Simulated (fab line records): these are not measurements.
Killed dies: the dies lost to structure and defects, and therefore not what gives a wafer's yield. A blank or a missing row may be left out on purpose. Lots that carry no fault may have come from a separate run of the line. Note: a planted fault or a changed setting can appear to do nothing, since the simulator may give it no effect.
Chamber matching -- flow nandHarc -- 4 sister chambers for NHARC_P_BONDPAD_STRIP_15 on rieDiel-01
The step strips in O2. 18 wafers are shown with their chamber, then 9 later ones without.

== EACH WAFER AND ITS CHAMBER ==
wafer,chamber,showerheadPlenumPTorr (Torr),drypumpMotorCurrentA (A),rfVppV (V)
L074.1,2,3.74,5.9,56.7
L074.3,1,3.32,5.1,58.4
L074.5,2,3.74,5.9,59.2
L075.1,2,3.74,5.8,58.3
L075.3,3,3.34,6.2,56.7
L075.4,0,3.43,5.2,59.8
L079.1,3,3.34,6.2,57.7
L079.4,2,3.74,5.8,58.5
L079.5,2,3.74,5.9,60.1
L085.4,0,3.42,5.2,57.4
L085.5,2,3.74,5.9,57.5
L085.6,3,3.34,6.2,54.7
L086.2,0,3.43,5.2,58.4
L086.5,1,3.31,5.2,58.4
L086.6,0,3.43,5.2,58.0
L088.1,3,3.34,6.2,56.4
L088.2,0,3.42,5.2,55.6
L088.5,0,3.42,5.2,58.4

SIGNATURES (averages over the wafers above)
reading,chamber 0,chamber 1,chamber 2,chamber 3,scatter within a chamber
showerheadPlenumPTorr,3.4250,3.3150,3.7400,3.3400,0.00378
drypumpMotorCurrentA,5.200,5.150,5.867,6.200,0.0362
rfVppV,57.933,58.400,58.383,56.375,1.24
Rule: for each reading, subtract the chamber's mean from the wafer's reading, divide by that reading's scatter and square the result; add these up over the readings and take the root, which gives the wafer's distance from the chamber. If the next closest chamber is less than 2 further off than the closest, the wafer can't be placed; otherwise it belongs to the closest. The scatter: take each reading less its chamber's mean, square it, sum over the shown wafers, divide by the number of wafers less the number of chambers, and take the root.

== WAFERS WITHOUT THEIR CHAMBER ==
wafer,showerheadPlenumPTorr (Torr),drypumpMotorCurrentA (A),rfVppV (V)
L088.3,3.31,5.2,56.5
L088.4,3.74,5.9,59.0
L088.6,3.34,6.2,57.3
L092.3,3.42,5.2,58.6
L092.4,3.42,5.2,59.3
L092.5,3.31,5.1,57.3
L095.2,3.74,5.9,59.6
L095.4,3.34,6.2,58.1
L095.5,3.42,5.2,56.8

== EACH ONE'S CHAMBER ==
wafer,from the rows above,in truth
L088.3,1,1
L088.4,2,2
L088.6,3,3
L092.3,0,0
L092.4,0,0
L092.5,1,1
L095.2,2,2
L095.4,3,3
L095.5,0,0
Correct placement for 9 of the 9. From these rows, 0 cannot be placed. Number placed wrongly: 0.
